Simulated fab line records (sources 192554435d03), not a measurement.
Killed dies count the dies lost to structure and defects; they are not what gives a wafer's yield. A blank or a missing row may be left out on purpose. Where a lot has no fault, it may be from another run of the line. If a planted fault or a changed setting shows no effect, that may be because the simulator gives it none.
Lot-split experiment -- flow n5Finfet -- 21 wafers read across 7 lots, on a route 1938 steps long

SPLIT DETAILS
At N5_BEOL_M5_COAT_66 (time 60 s, resist thk 12 nm), the setting spinRpm was moved away from the recipe's 1500 rpm on 8 of the 21 wafers read, by -3.9% to +9.7%. The other wafers ran this setting at the recipe's value.

FROM THE SPLIT TO THE READING: what the file shows between them, 5 steps
- N5_BEOL_M5_COAT_22: resist thk 30 nm (also split here: spinRpm)
- N5_BEOL_M5_EBR_24
- N5_BEOL_M5_SOFTBAKE_23: time 60 s
- N5_BEOL_M5_DESCUM_33: chemistry O2, time 7 s
- N5_BEOL_M5_ETCH_75: etches underlayer in N2/H2, target depth 6.5 nm, time 5.2 s

THE READING
etch.depthNm (the simulator's own value, which no gauge read), in nm, at N5_BEOL_M5_ETCH_67 (etches SiARC in CF4, target depth 15.6 nm, time 26 s). There is no usual value for it anywhere in the file. The 13 wafers here that ran the recipe average 12.02 nm, standard deviation 0.028 nm.

wafer,"tool, chamber at the split","spinRpm as run, rpm",against the recipe,"etch.depthNm, nm",against lot-mates on the recipe
L075.1,"lithoTrack-04, 0",1500,recipe,12.04,-
L075.2,"lithoTrack-04, 0",1500,recipe,12.05,-
L075.3,"lithoTrack-04, 0",1500,recipe,12.06,-
L074.1,"lithoTrack-04, 0",1635,+9.0%,11.5,-0.49
L074.2,"lithoTrack-04, 0",1635,+9.0%,11.5,-0.49
L074.5,"lithoTrack-04, 0",1500,recipe,11.99,-
L077.1,"lithoTrack-04, 0",1500,recipe,11.99,-
L077.3,"lithoTrack-04, 0",1645,+9.7%,11.43,-0.57
L077.5,"lithoTrack-04, 0",1500,recipe,12.02,-
L080.1,"lithoTrack-04, 0",1550,+3.3%,11.78,-0.20
L080.2,"lithoTrack-04, 0",1550,+3.3%,11.81,-0.17
L080.6,"lithoTrack-04, 0",1500,recipe,11.98,-
L088.1,"lithoTrack-03, 0",1500,recipe,12,-
L088.2,"lithoTrack-03, 0",1500,recipe,12.01,-
L088.4,"lithoTrack-03, 0",1500,recipe,12.01,-
L092.1,"lithoTrack-02, 0",1500,recipe,12.04,-
L092.2,"lithoTrack-02, 0",1543,+2.9%,11.9,-0.15
L092.3,"lithoTrack-02, 0",1500,recipe,12.06,-
L093.1,"lithoTrack-02, 0",1500,recipe,11.98,-
L093.2,"lithoTrack-02, 0",1442,-3.9%,12.26,+0.28
L093.5,"lithoTrack-02, 0",1442,-3.9%,12.26,+0.28

THE FIT
A straight line over all 21 wafers: etch.depthNm changes by -0.0594 nm for each +1% of spinRpm; r = -0.99; the points scatter about the line by 0.029 nm.
The same after taking each lot's own level away (the mean of its wafers on the recipe; 21 wafers): -0.0586 nm for each +1%; r = -1.00; scatter 0.021 nm.
Per that fit: largest spinRpm move, reading shift of 0.57 nm.
The lots' own levels span 11.980 to 12.050 nm, that is 2.5 times the standard deviation above.
Consequently the slope shifts little with the lot-to-lot level, the two slopes agreeing.
Check: -0.548 nm against its lot-mates is what the line predicts for one of the wafers moved furthest among these (+9.7%) when that wafer is left out of the fit. It came out at -0.575 nm against them.

FURTHER SPLITS ON THESE WAFERS
Before the reading, these wafers also passed through other splits. Each is held against what the fit with the lots' levels taken away leaves over:
other split on the same wafers,wafers away from the commonest value,r with etch.depthNm (lot level and that fit taken away)
N5_BEOL_M4_HM_STRIP_39 timeS,12,-0.36
N5_BEOL_M5_COAT_22 spinRpm,5,+0.57

THE WHOLE CHAIN: every reading that the file lists as answering this split, in the file's order
step,what it does,reading,change (the file's fit),r (the file's)
N5_BEOL_M5_COAT_66,"time 60 s, resist thk 12 nm","SiARC_of_BEOL_M5_COAT_66.thkNm (the simulator's own value, which no gauge read)",-0.0547 nm for each +1% of the setting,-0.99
N5_BEOL_M5_ETCH_67,"etches SiARC in CF4, target depth 15.6 nm, time 26 s","etch.depthNm (the simulator's own value, which no gauge read)",-0.0576 nm for each +1% of the setting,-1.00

FILE'S OWN FIT
etch.depthNm changes by -0.0576 nm for each +1% of spinRpm, r = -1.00.
